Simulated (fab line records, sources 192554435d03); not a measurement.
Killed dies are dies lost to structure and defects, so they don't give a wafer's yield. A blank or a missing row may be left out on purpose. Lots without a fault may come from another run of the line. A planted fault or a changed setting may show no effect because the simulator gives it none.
Which tool did it? | flow n5_finfet | 10 lots, 30 wafers sampled, at 5 steps of a route of 1938

WHAT THE GAUGES READ, wafer by wafer
N5_BEOL_M4_RS_MEAS_58: measures by four-point-probe.
lot  | measured     | on            | M4_RS (ohm/sq)
L353 | day 7 20:22  | film_metro-01 | 0.692 0.662 0.679
L354 | day 8 19:38  | film_metro-02 | 0.653 0.637 0.636
L356 | day 9 14:09  | film_metro-01 | 0.695 0.671 0.695
L357 | day 10 00:05 | film_metro-01 | 0.698 0.696 0.732
L358 | day 10 16:47 | film_metro-01 | 0.688 0.672 0.659
L359 | day 10 17:10 | film_metro-01 | 0.660 0.671 0.655
L361 | day 11 04:52 | film_metro-02 | 0.679 0.674 0.703
L362 | day 11 13:31 | film_metro-01 | 0.659 0.675 0.658
L365 | day 12 09:47 | film_metro-01 | 0.686 0.697 0.679
L366 | day 12 01:17 | film_metro-02 | 0.650 0.670 0.639

N5_BEOL_M4_RC_MEAS_101.
lot  | measured     | on        | DIBL_N (mV/V)  | DIBL_P (mV/V)  | IOFF_N (nA/um)    | IOFF_P (nA/um)    | ION_N (uA/um) | ION_P (uA/um) | SS_N (mV/dec)  | SS_P (mV/dec)  | VT_N (mV)         | VT_N_LVT (mV)     | VT_P (mV)
L353 | day 7 20:34  | prober-02 | 35.9 35.5 35.7 | 36.3 36.4 36.2 | 0.161 0.155 0.155 | 0.233 0.227 0.229 | 680 690 681   | 471 476 472   | 71.5 70.4 70.8 | 73.6 72.9 73.7 | 247.7 246.8 246.7 | 98.2 98.0 98.5    | -247 -247 -248
L354 | day 8 20:08  | prober-01 | 34.5 34.6 34.0 | 35.1 34.9 34.1 | 0.138 0.140 0.121 | 0.196 0.194 0.177 | 682 670 664   | 470 465 456   | 70.4 70.7 70.3 | 73.4 72.7 72.9 | 250.0 251.1 253.0 | 101.1 100.3 102.6 | -249 -251 -254
L356 | day 9 14:22  | prober-02 | 37.6 37.2 36.1 | 37.0 36.6 35.7 | 0.164 0.149 0.144 | 0.198 0.181 0.183 | 679 673 674   | 458 457 465   | 71.6 71.4 71.0 | 73.7 74.1 73.3 | 248.7 252.1 251.6 | 97.8 100.6 98.8   | -252 -253 -251
L357 | day 10 00:17 | prober-02 | 35.7 34.8 33.7 | 36.7 35.9 34.1 | 0.176 0.147 0.128 | 0.239 0.219 0.190 | 682 680 681   | 470 474 467   | 71.8 70.9 70.7 | 72.9 74.0 73.0 | 251.2 250.3 250.1 | 96.9 99.3 100.6   | -250 -252 -250
L358 | day 10 17:09 | prober-01 | 35.4 36.3 34.9 | 36.0 36.8 35.4 | 0.149 0.161 0.133 | 0.187 0.198 0.178 | 678 689 667   | 464 469 464   | 71.4 71.6 71.3 | 72.9 73.5 73.0 | 248.8 249.3 252.8 | 99.0 96.8 100.9   | -254 -252 -255
L359 | day 10 17:23 | prober-02 | 35.4 36.1 35.5 | 35.1 35.5 35.5 | 0.155 0.165 0.158 | 0.235 0.245 0.257 | 679 683 671   | 473 477 474   | 71.8 71.8 71.6 | 73.3 73.4 73.4 | 247.3 248.0 248.7 | 97.0 97.0 97.9    | -246 -244 -244
L361 | day 11 05:05 | prober-01 | 34.4 36.1 37.6 | 33.4 36.1 37.4 | 0.117 0.154 0.181 | 0.192 0.227 0.253 | 669 680 684   | 470 474 470   | 70.6 71.4 71.6 | 72.5 73.4 74.0 | 253.2 250.9 246.6 | 104.6 98.9 96.4   | -245 -247 -247
L362 | day 11 13:34 | prober-01 | 35.5 37.7 35.9 | 35.8 37.8 35.3 | 0.165 0.204 0.152 | 0.222 0.267 0.218 | 687 678 678   | 467 470 469   | 71.0 71.8 71.9 | 73.1 73.8 73.3 | 245.4 246.3 252.4 | 97.3 94.8 99.4    | -249 -248 -250
L365 | day 12 09:59 | prober-02 | 35.4 34.9 35.6 | 37.3 36.4 37.5 | 0.158 0.147 0.172 | 0.225 0.215 0.238 | 674 675 680   | 462 469 472   | 71.5 71.8 70.5 | 74.0 73.4 73.7 | 251.2 249.0 248.5 | 100.0 99.8 97.7   | -249 -249 -246
L366 | day 12 01:39 | prober-01 | 37.0 36.3 36.7 | 37.8 37.1 37.1 | 0.187 0.175 0.172 | 0.269 0.266 0.185 | 680 696 686   | 469 479 464   | 71.5 71.9 71.8 | 74.1 73.7 73.1 | 245.6 247.8 245.8 | 97.8 98.4 89.1    | -244 -247 -255

WHICH TOOL RAN EACH LOT (tool, then ch and the chambers of the sampled wafers, then the start)
lot  | N5_HKMG_FIN_ALD_74              | N5_BEOL_M4_ANNEAL_87         | N5_BEOL_M4_ANNEAL_91
L353 | ald_hk-03 ch 0,1,3, day 4 09:44 | pvd_sputter-03, day 7 18:18  | pvd_sputter-03, day 7 18:44
L354 | ald_hk-01 ch 2,3, day 4 18:31   | pvd_sputter-02, day 8 17:34  | pvd_sputter-02, day 8 18:00
L356 | ald_hk-03 ch 2,3, day 5 14:54   | pvd_sputter-01, day 9 10:58  | pvd_sputter-01, day 9 11:51
L357 | ald_hk-01 ch 1,2, day 5 17:04   | pvd_sputter-03, day 9 21:59  | pvd_sputter-03, day 9 22:26
L358 | ald_hk-01 ch 1,2,3, day 5 20:22 | pvd_sputter-02, day 10 14:43 | pvd_sputter-02, day 10 15:10
L359 | ald_hk-02 ch 2,3, day 5 21:41   | pvd_sputter-03, day 10 14:57 | pvd_sputter-03, day 10 15:23
L361 | ald_hk-03 ch 0,1,3, day 6 12:39 | pvd_sputter-01, day 11 01:41 | pvd_sputter-01, day 11 02:34
L362 | ald_hk-01 ch 0,1,2, day 6 14:21 | pvd_sputter-03, day 11 11:25 | pvd_sputter-03, day 11 11:51
L365 | ald_hk-01 ch 1,3, day 7 12:15   | pvd_sputter-03, day 12 07:43 | pvd_sputter-03, day 12 08:10
L366 | ald_hk-01 ch 1,3, day 7 17:49   | pvd_sputter-02, day 11 22:59 | pvd_sputter-02, day 11 23:25
- N5_HKMG_FIN_ALD_74: deposits La2O3, target thk 0.5 nm, pulse time 6 s, co reactant pulse time 1 s.
- N5_BEOL_M4_ANNEAL_87: time 240 s.
- N5_BEOL_M4_ANNEAL_91: time 240 s.

WHAT THE TOOLS THEMSELVES READ (means of the sampled wafers that have a number; where no wafer has one, the mark that the record gives instead)
N5_HKMG_FIN_ALD_74.
lot  | tool      | heater_power_w (W) | precursor_pulse_height_rel
L353 | ald_hk-03 | 355                | 1.009
L354 | ald_hk-01 | 338                | 0.985
L356 | ald_hk-03 | 380                | 0.989
L357 | ald_hk-01 | 348                | 0.996
L358 | ald_hk-01 | 348                | 0.996
L359 | ald_hk-02 | 401                | 0.994
L361 | ald_hk-03 | 355                | 1.017
L362 | ald_hk-01 | 356                | 1.004
L365 | ald_hk-01 | 325                | 1.010
L366 | ald_hk-01 | 321                | 1.016

N5_BEOL_M4_ANNEAL_87.
lot  | tool           | heater_power_w (W)
L353 | pvd_sputter-03 | 810
L354 | pvd_sputter-02 | 868
L356 | pvd_sputter-01 | 774
L357 | pvd_sputter-03 | 830
L358 | pvd_sputter-02 | 786
L359 | pvd_sputter-03 | 855
L361 | pvd_sputter-01 | 769
L362 | pvd_sputter-03 | 835
L365 | pvd_sputter-03 | 807
L366 | pvd_sputter-02 | 772

N5_BEOL_M4_ANNEAL_91.
lot  | tool           | heater_power_w (W)
L353 | pvd_sputter-03 | 820
L354 | pvd_sputter-02 | 868
L356 | pvd_sputter-01 | 762
L357 | pvd_sputter-03 | 821
L358 | pvd_sputter-02 | 777
L359 | pvd_sputter-03 | 856
L361 | pvd_sputter-01 | 781
L362 | pvd_sputter-03 | 838
L365 | pvd_sputter-03 | 805
L366 | pvd_sputter-02 | 769

THE ANSWER, worked out from the rows above alone
Rule: what is usual is taken from the lots themselves. Put in order of their means at a reading, lots are off if they are a third of the lots or fewer, leave a main group of 4 or more, and stand apart from it by a gap of 3 or more times the standard deviation of the main group's means; of several such gaps the widest counts. A main group whose means are all the same, to the digits that the tables above print for the reading, isn't used. A lot without any number at a reading at which 4 lots or more have one is off too. The other lots that the step has rows for count as sound. The gauges are gone through in route order, then the tools' own readings, and for those a lot's mean is taken as printed above. The first step at which some lot is off is used, and at that step the reading that is off furthest; a lot without a number counts as furthest.
No lot is off at any reading shown: from this, nothing can be told.

WHAT THE SIMULATOR HAD PUT IN
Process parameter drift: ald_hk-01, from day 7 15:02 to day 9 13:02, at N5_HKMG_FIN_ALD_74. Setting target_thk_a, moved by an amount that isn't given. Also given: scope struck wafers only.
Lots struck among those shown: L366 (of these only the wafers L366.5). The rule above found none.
